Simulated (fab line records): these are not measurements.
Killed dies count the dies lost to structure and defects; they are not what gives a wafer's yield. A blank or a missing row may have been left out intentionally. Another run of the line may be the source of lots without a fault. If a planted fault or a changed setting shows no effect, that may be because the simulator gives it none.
Split-lot experiment	flow n5 finfet	route with 1938 steps; 4 lots, 21 wafers read

## ON THE SPLIT
At N5_BEOL_M13_ILD_DEP_00 (deposits SiOC from DEMS/O2, target thk 837.92 nm, time 166.4 s), the setting time s was moved away from the recipe's 166.4 s on 9 of the 21 wafers read, by -14.0% to +8.6%. The other wafers ran this setting at the recipe's value.

## FROM THE SPLIT TO THE READING: what the file shows between them, 6 steps
- N5_BEOL_M13_THK_MEAS_01
- N5_BEOL_M13_COAT_58: time 60 s, resist thk 89 nm
- N5_BEOL_M13_COAT_04: resist thk 400 nm
- N5_BEOL_M13_DESCUM_15: chemistry O2, time 7.9 s
- N5_BEOL_M13_ETCH_59: etches BARC in N2/H2, target depth 89 nm, overetch 26.7 nm, time 67.9 s
- N5_BEOL_M13_VIA_ETCH_16: etches SiOC in C4F8/O2/Ar, target depth 921.7 nm

## THE READING
oes product au, in a.u., at N5_BEOL_M13_STRIP_63 (strips in N2/H2). A value of 0.674 a.u. with a standard deviation of 0.0046 a.u. is what fault-free wafers of this fab line usually give.

wafer	tool, chamber at the split	time s as run, s	against the recipe	oes product au, a.u.	against lot-mates on the recipe
L077.1	pecvd-04, 2	180.7	+8.6%	0.664	-0.012
L077.2	pecvd-04, 1	166.4	recipe	0.676	-
L077.3	pecvd-04, 0	180.7	+8.6%	0.666	-0.010
L077.4	pecvd-04, 1	166.4	recipe	0.677	-
L077.5	pecvd-04, 2	180.7	+8.6%	0.662	-0.014
L077.6	pecvd-04, 0	166.4	recipe	0.674	-
L084.1	pecvd-04, 0	143.1	-14.0%	0.689	+0.019
L084.2	pecvd-04, 1	166.4	recipe	0.670	-
L084.3	pecvd-04, 2	143.1	-14.0%	0.687	+0.017
L084.4	pecvd-04, 2	166.4	recipe	0.674	-
L084.5	pecvd-04, 0	143.1	-14.0%	0.685	+0.015
L084.6	pecvd-04, 1	166.4	recipe	0.666	-
L083.4	pecvd-01, 1	166.4	recipe	0.672	-
L083.5	pecvd-01, 0	166.4	recipe	0.676	-
L083.6	pecvd-01, 2	166.4	recipe	0.679	-
L089.1	pecvd-02, 1	145.5	-12.6%	0.686	+0.013
L089.2	pecvd-02, 0	145.5	-12.6%	0.690	+0.017
L089.3	pecvd-02, 2	166.4	recipe	0.682	-
L089.4	pecvd-02, 2	166.4	recipe	0.668	-
L089.5	pecvd-02, 1	145.5	-12.6%	0.690	+0.017
L089.6	pecvd-02, 0	166.4	recipe	0.668	-

FIT RESULTS
A straight line over all 21 wafers: oes product au changes by -0.00108 a.u. for each +1% of time s; r = -0.90; the points scatter about the line by 0.004 a.u.
The same after taking each lot's own level away (the mean of its wafers on the recipe; 21 wafers): -0.00127 a.u. for each +1%; r = -0.94; scatter 0.0034 a.u.
Per that fit: largest time s move, reading shift of 0.018 a.u.
From 0.6700 to 0.6757 a.u.: that is the span of the lots' own levels, equal to 1.2 times the standard deviation above.
So the slope is not independent of the lot-to-lot level: the two fits are not the same.
Check: for one of the wafers moved furthest among these (-14.0%), held out of the fit, the line's prediction against its lot-mates is +0.0173 a.u. Against them it came out at +0.019 a.u.

## THE WHOLE CHAIN: every reading that the file lists as answering this split, in the file's order
step	what it does	reading	change (the file's fit)	r (the file's)
N5_BEOL_M13_ILD_DEP_00	deposits SiOC from DEMS/O2, target thk 837.92 nm, time 166.4 s	SiOC_of_BEOL_M13_ILD_DEP_00.thk nm (the simulator's own value, which no gauge read)	+8.44 nm for each +1% of the setting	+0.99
N5_BEOL_M13_THK_MEAS_01		M13_ILD_THK	+8.43 for each +1% of the setting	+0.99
N5_BEOL_M13_VIA_ETCH_16	etches SiOC in C4F8/O2/Ar, target depth 921.7 nm	etch.depth nm (the simulator's own value, which no gauge read)	+8.44 nm for each +1% of the setting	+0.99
N5_BEOL_M13_VIA_ETCH_16	etches SiOC in C4F8/O2/Ar, target depth 921.7 nm	coat_of_BEOL_M13_COAT_04.thk nm (the simulator's own value, which no gauge read)	-2.53 nm for each +1% of the setting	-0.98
N5_BEOL_M13_STRIP_63	strips in N2/H2	oes product au	-0.00126 a.u. for each +1% of the setting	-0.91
N5_BEOL_M13_STRIP_63	strips in N2/H2	strip time to endpoint s	withheld for each +1% of the setting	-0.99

## FILE'S OWN FIT
oes product au changes by -0.00126 a.u. for each +1% of time s, r = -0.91.
